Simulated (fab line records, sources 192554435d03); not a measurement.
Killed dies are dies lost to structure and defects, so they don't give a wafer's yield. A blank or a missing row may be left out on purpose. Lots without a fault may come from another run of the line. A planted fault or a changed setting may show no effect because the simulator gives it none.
fab line records | flow n5_finfet
record lots=9 wafers=27 last_day=18
route steps=1938 shown FIN_CUT@178 STI_FIN_REVEAL@187 DUMMY_GATE@214 BEOL_M4@1111
lots that met no fault: from a run of the same line without faults
start_h: hours from the record's first day to the start of the lot's first wafer shown | wait_h: hours since the lot's step before | " the same as in the row above | L1.1+2: a row that stands for several wafers | - no value, or no start given | * or withheld: withheld | < > ~ a bound
route shown NAME@n: a module of which the file shows steps, and the number in the route of the first | usual: mean/standard deviation of fault-free wafers | same: alike in all rows | chamber/n: place in a boat | sites: the reading at each site | _std_site: their standard deviation | _edge_site: outer sites' mean less inner sites' | radius_mm: how far each site lies from the wafer's centre | mask NAME#n: copy n | behind: the tool/chamber that last shaped the wafer | hold: why the lot was held/for how many hours/how that ended | device: the transistor (n, p or np) that didn't switch | end of line: the same wafers' tests at the end of the route | a step without rows: its recipe alone | killed: dies lost to structure and defects at the first sort, not the wafer's yield | map: a wafer's dies, x killed, . not, _ none there
set.NAME: the setting as run; set.NAME@STEP: as run at that earlier step | model.NAME: the simulator's own value behind a step, which no gauge read
steps of the route over a sample of lots; a table a step, a row a wafer
services: from which hour (start_h, from the record's first day; less than 0 if before it) a tool's chamber was out of use, for how many hours, and why
## steps
# step N5_FIN_CUT_STRIP_22
# recipe chemistry=N2/H2 power_w=500 temp_c=40 pressure_mtorr=50 rf_frequency_hz=6e+07 overash_fraction=0.3 bias_power_w=8 h2_frac=0.5 n2_flow_sccm=300 h2_flow_sccm=300
# usual drypump_motor_current_A=5.7/0.38 oes_product_au=0.76/0.076 rf_vpp_V=54.3/2.5 showerhead_plenum_p_Torr=3.39/0.11 throttle_valve_pct=18.75/0.28
# columns lot.wafer tool chamber start_h wait_h drypump_motor_current_A oes_product_au rf_hours_counter_h rf_vpp_V showerhead_plenum_p_Torr throttle_valve_pct
L707.1 rie_diel-05 0 64.28 0.0 6.0 0.74 162 56.8 3.48 19.30
L707.3 " 1 " " 5.6 0.74 151 54.0 3.22 19.16
L707.5 " 2 " " 5.1 0.95 - 54.2 3.42 18.35
L709.3 rie_diel-05 3 76.18 0.0 5.6 0.86 54 50.4 3.28 18.39
L709.4 " 2 " " 5.1 0.95 17 52.6 3.42 18.38
L709.5 " 3 " " 5.6 0.87 - 49.7 3.28 18.34
L710.3 rie_diel-06 2 82.57 0.0 6.0 0.74 171 52.2 3.48 18.67
L710.5 " 0 " " 5.7 0.72 - 53.6 3.47 18.77
L710.6 " 1 " " 5.8 0.76 - 56.2 3.24 18.66
L714.2 rie_diel-05 1 105.66 0.0 5.5 0.72 163 52.8 3.22 19.18
L714.4 " 3 " " 5.7 0.86 - 57.5 3.28 18.43
L714.5 " 1 " " 5.6 0.73 - 54.1 3.22 19.15
L715.1 rie_diel-04 2 111.49 0.0 6.5 0.66 282 56.1 3.29 19.20
L715.2 " 0 " " 5.6 0.87 37 51.1 3.29 18.80
L715.4 " 2 " " 6.6 0.65 - 52.1 3.29 19.23
L716.1 rie_diel-06 0 118.87 0.0 5.7 0.71 223 58.9 3.47 18.82
L716.5 " 2 " " 6.0 0.74 - 52.8 3.48 18.72
L716.6 " 3 " " 5.2 0.77 - 55.2 3.50 18.43
L719.4 rie_diel-06 2 135.38 0.0 5.9 0.75 187 54.3 3.47 18.75
L719.5 " 3 " " 5.2 0.78 - 56.0 3.50 18.41
L719.6 " 2 " " 6.0 0.73 - 53.8 3.47 18.71
L721.1 rie_diel-05 3 149.46 0.0 5.6 0.85 76 53.1 3.27 18.42
L721.4 " 1 " " 5.6 0.74 - 51.3 3.21 19.24
L721.5 " 3 " " 5.7 0.85 - 54.8 3.27 18.43
L723.1 rie_diel-04 1 160.42 0.1 5.9 0.69 228 55.9 3.46 18.69
L723.5 " 1 " " 5.9 0.68 - 51.7 3.46 18.73
L723.6 " 0 " " 5.6 0.83 - 54.6 3.28 18.85
# step N5_STI_FIN_REVEAL_CMP_04
# recipe stop_on=Si3N4 t_overpolish_s=4 down_force_psi=2 platen_rpm=54.18 post_cmp_clean=alkaline_brush pad_velocity_m_s=1.078 target_thk_nm=131.83
# usual motor_current_A=8.1/0.63 overpolish_run_s=4.000/0.0089 retaining_ring_pressure_frac=1.000/0.0051 slurry_flow_ml_min=150.0/0.44 time_to_endpoint_s=103/4.6
# columns lot.wafer tool chamber start_h wait_h motor_current_A overpolish_run_s retaining_ring_pressure_frac slurry_flow_ml_min time_to_endpoint_s
L707.3 cmp-01 2 69.57 0.0 8.5 4.022 1.009 150.7 99
L707.1 " 0 " " 8.9 4.007 0.998 150.6 103
L707.5 " 2 " " 8.0 3.999 1.005 150.1 100
L709.3 cmp-04 2 81.50 0.1 8.8 4.008 0.995 149.8 109
L709.4 " 3 " " 7.8 4.017 0.989 150.0 109
L709.5 " 1 " " 7.8 3.992 1.001 150.8 107
L710.3 cmp-01 0 87.94 0.1 9.1 4.006 0.999 150.4 100
L710.6 " 3 " " 7.7 4.003 1.002 150.2 99
L710.5 " 0 " " 9.5 3.988 1.007 150.0 100
L714.4 cmp-04 0 110.99 0.1 8.0 4.002 1.001 149.9 114
L714.2 " 1 " " 7.6 4.021 1.009 149.6 107
L714.5 " 3 " " 7.9 4.018 1.004 150.0 109
L715.1 cmp-04 0 117.32 0.0 8.4 4.017 0.993 150.4 106
L715.4 " 1 " " 7.9 4.014 1.007 148.6 103
L715.2 " 3 " " 7.8 3.996 1.002 149.5 107
L716.1 cmp-04 1 124.40 0.3 8.4 4.008 0.997 150.9 106
L716.5 " 2 " " 8.8 3.993 1.003 150.2 107
L716.6 " 3 " " 7.7 3.996 0.994 150.0 105
L719.4 cmp-03 2 141.85 0.1 7.0 4.000 1.001 150.3 99
L719.5 " 1 " " 8.1 4.018 1.003 149.5 101
L719.6 " 2 " " 6.5 3.998 1.001 149.7 97
L721.1 cmp-04 1 156.13 0.0 7.9 3.998 1.004 150.9 103
L721.4 " 3 " " 8.1 4.013 0.985 149.5 102
L721.5 " 2 " " 8.5 4.005 0.999 149.6 104
L723.1 cmp-04 0 165.76 0.1 7.7 4.008 1.004 149.7 109
L723.6 " 3 " " 8.2 3.994 1.001 150.0 104
L723.5 " 0 " " 7.9 4.002 1.005 149.9 106
# step N5_STI_FIN_REVEAL_FIN_H_MEAS_10
# usual trench_depth_nm=52.0/0.65
# columns lot.wafer tool chamber start_h wait_h trench_depth_nm
L707.1 ocd-01 - 73.08 0.0 53.2
L707.3 " - " " 52.7
L707.5 " - " " 53.1
L709.3 ocd-02 - 85.31 0.0 52.1
L709.4 " - " " 51.6
L709.5 " - " " 52.5
L710.3 ocd-01 - 91.73 0.0 52.9
L710.5 " - " " 51.4
L710.6 " - " " 52.5
L714.2 ocd-02 - 114.49 0.0 52.2
L714.4 " - " " 52.4
L714.5 " - " " 51.5
L715.1 ocd-01 - 121.27 0.0 52.4
L715.2 " - " " 52.8
L715.4 " - " " 51.4
L716.1 ocd-02 - 127.84 0.0 51.0
L716.5 " - " " 51.9
L716.6 " - " " 51.5
L719.4 ocd-01 - 145.65 0.0 51.6
L719.5 " - " " 52.1
L719.6 " - " " 51.7
L721.1 ocd-01 - 159.61 0.0 52.0
L721.4 " - " " 52.1
L721.5 " - " " 51.8
L723.1 ocd-01 - 169.34 0.0 51.4
L723.5 " - " " 51.2
L723.6 " - " " 51.5
# step N5_DUMMY_GATE_ALD_02
# recipe material=SiO2 target_thk_a=20 temp_c=300 ald_precursor_family=BDEAS ald_co_reactant=O2-plasma pulse_time_s=1 pressure_torr=2
# usual heater_power_w=477/64 precursor_pulse_height_rel=1.001/0.021 susceptor_temp_C=299.98/0.19
# same pulse_time_s=1
# columns lot.wafer tool chamber start_h wait_h heater_power_w precursor_pulse_height_rel susceptor_temp_C
L707.1 ald_sin-01 2 73.89 0.7 398 1.016 300.23
L707.3 " 1 " " 567 0.978 299.55
L707.5 " 0 " " 537 1.024 300.13
L709.3 ald_sin-01 2 85.48 0.0 392 1.005 300.16
L709.4 " 0 " " 558 1.020 300.06
L709.5 " 0 " " 553 1.027 299.88
L710.3 ald_sin-01 2 93.08 1.2 399 1.016 299.97
L710.5 " 2 " " 394 0.982 299.97
L710.6 " 1 " " 561 1.009 300.11
L714.2 ald_sin-01 2 114.69 0.0 403 0.978 299.96
L714.4 " 3 " " 426 0.995 300.43
L714.5 " 2 " " 402 0.982 300.22
L715.1 ald_sin-03 1 121.88 0.5 471 0.981 300.01
L715.2 " 0 " " 496 0.992 299.90
L715.4 " 2 " " 496 0.986 300.27
L716.1 ald_sin-01 3 128.02 0.0 410 1.008 296.48
L716.5 " 2 " " 392 1.000 296.48
L716.6 " 1 " " 558 1.004 296.41
L719.4 ald_sin-01 1 145.88 0.1 547 0.948 296.34
L719.5 " 2 " " 388 0.996 296.28
L719.6 " 3 " " 422 1.016 296.59
L721.1 ald_sin-04 2 159.92 0.2 519 1.002 300.04
L721.4 " 0 " " 537 1.024 299.70
L721.5 " 0 " " 547 1.041 300.22
L723.1 ald_sin-03 3 169.52 0.0 465 0.970 300.02
L723.5 " 1 " " 487 0.979 300.02
L723.6 " 0 " " 496 0.972 299.66
# step N5_BEOL_M4_RC_MEAS_101
# usual DIBL_N=36.4/1.2 DIBL_P=36.1/1.6 IOFF_N=0.156/0.024 IOFF_P=0.21/0.031 ION_N=674/11 ION_P=463/6.9 SS_N=71.5/0.5 SS_P=73.2/0.55 VT_N=250.0/2.9 VT_P=-250/3.6
# columns lot.wafer tool chamber start_h wait_h DIBL_N[mV/V] DIBL_P[mV/V] IOFF_N[nA/um] IOFF_P[nA/um] ION_N[uA/um] ION_P[uA/um] SS_N[mV/dec] SS_P[mV/dec] VT_N[mV] VT_P[mV]
L707.1 prober-01 0 191.95 0.0 36.8 35.8 0.182 0.28 676 470 71.2 73.6 250.4 -245
L707.3 " 0 " " 38.0 36.4 0.195 0.28 683 467 72.1 74.5 247.6 -242
L707.5 " 0 " " 37.1 36.3 0.185 0.29 681 471 71.8 73.5 247.4 -243
L709.3 prober-02 0 203.22 0.3 38.4 38.1 0.182 0.22 684 467 71.4 73.2 248.8 -250
L709.4 " 0 " " 37.3 38.3 0.173 0.21 677 461 72.0 72.5 247.9 -248
L709.5 " 0 " " 37.4 37.4 0.163 0.19 683 466 71.9 73.1 249.7 -249
L710.3 prober-02 0 222.35 0.3 39.1 38.8 0.219 0.26 698 476 72.2 73.5 243.5 -246
L710.5 " 0 " " 37.1 35.5 0.158 0.21 676 466 71.5 73.5 249.8 -249
L710.6 " 0 " " 38.8 38.1 0.207 0.25 698 471 71.7 73.9 244.3 -246
L714.2 prober-01 0 242.19 0.2 37.0 35.7 0.143 0.17 665 455 72.0 73.3 250.7 -259
L714.4 " 0 " " 37.7 36.9 0.156 0.18 684 458 72.1 73.2 249.1 -258
L714.5 " 0 " " 36.5 35.4 0.135 0.16 667 454 71.4 73.1 252.3 -259
L715.1 prober-02 0 243.90 0.0 36.6 35.0 0.154 0.19 681 463 71.8 73.3 252.5 -252
L715.2 " 0 " " 35.8 34.9 0.151 0.18 684 460 71.6 73.0 249.4 -254
L715.4 " 0 " " 34.6 33.3 0.127 0.17 665 452 71.5 73.3 253.1 -257
L716.1 prober-02 0 252.63 0.0 37.7 36.7 0.170 0.20 672 455 71.7 74.1 250.4 -252
L716.5 " 0 " " 35.5 34.2 0.130 0.16 667 460 70.6 73.1 253.5 -256
L716.6 " 0 " " 35.6 34.6 0.140 0.17 671 460 71.4 73.3 252.1 -254
L719.4 prober-01 0 283.16 0.5 33.6 34.5 0.101 0.16 653 455 70.5 73.0 258.6 -256
L719.5 " 0 " " 34.9 36.2 0.126 0.18 663 460 71.2 72.9 253.7 -254
L719.6 " 0 " " 34.4 35.3 0.113 0.17 657 457 70.8 72.4 257.3 -256
L721.1 prober-02 0 284.30 0.0 34.0 34.0 0.129 0.18 667 467 71.0 73.1 252.9 -249
L721.4 " 0 " " 34.5 35.2 0.134 0.20 670 467 71.1 72.5 249.4 -250
L721.5 " 0 " " 34.4 33.8 0.120 0.18 660 459 70.2 72.6 251.6 -250
L723.1 prober-02 0 314.63 0.0 37.1 37.7 0.179 0.23 668 464 71.8 74.1 247.6 -249
L723.5 " 0 " " 36.2 36.1 0.154 0.20 657 455 71.2 73.4 252.0 -253
L723.6 " 0 " " 36.1 36.2 0.154 0.20 670 460 71.6 73.5 250.1 -253
## services
# columns tool chamber start_h hours kind
ald_sin-03 - 47.30 2.8 pm
cmp-01 - 50.54 4.0 pm
cmp-01 - 54.54 - consumable_replace:conditioner
cmp-01 - 56.40 1.8 repair
rie_diel-06 - 58.10 2.8 pm
ald_sin-04 - 66.64 0.6 repair
ald_sin-04 1 74.43 3.5 repair
rie_diel-06 3 81.36 10.5 repair
ald_sin-03 - 85.25 14.0 pm
rie_diel-04 0 85.45 2.4 repair
cmp-04 - 89.89 0.8 repair
cmp-01 - 97.77 19.5 repair
cmp-04 - 100.86 1.2 repair
ald_sin-03 3 101.40 10.0 repair
rie_diel-05 0 105.22 2.4 repair
cmp-03 - 106.39 1.6 repair
ald_sin-03 0 108.39 8.2 repair
cmp-03 - 120.56 4.7 pm
cmp-03 - 133.54 4.0 repair
cmp-01 - 133.97 2.0 repair
rie_diel-05 0 149.24 2.4 repair
rie_diel-04 0 150.26 5.2 repair
cmp-01 - 165.72 20.0 pm
cmp-03 - 167.87 1.6 repair
## key
first_sign step=N5_DUMMY_GATE_ALD_02 reading=susceptor_temp_C direction=down sigmas=19 usual=* struck=*
effect none on later readings
met_at N5_DUMMY_GATE_ALD_02
struck_lots L716,L719
not_acting_at N5_FIN_CUT_STRIP_22,N5_STI_FIN_REVEAL_CMP_04,N5_STI_FIN_REVEAL_FIN_H_MEAS_10
onset_between 114.69 128.02
fault kind=process_parameter_drift tool=ald_sin-01 chamber=- onset_h=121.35 steps=N5_DUMMY_GATE_ALD_02 channel=temp_c offset=* shape=step end_h=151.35 acts_in=* stated=*
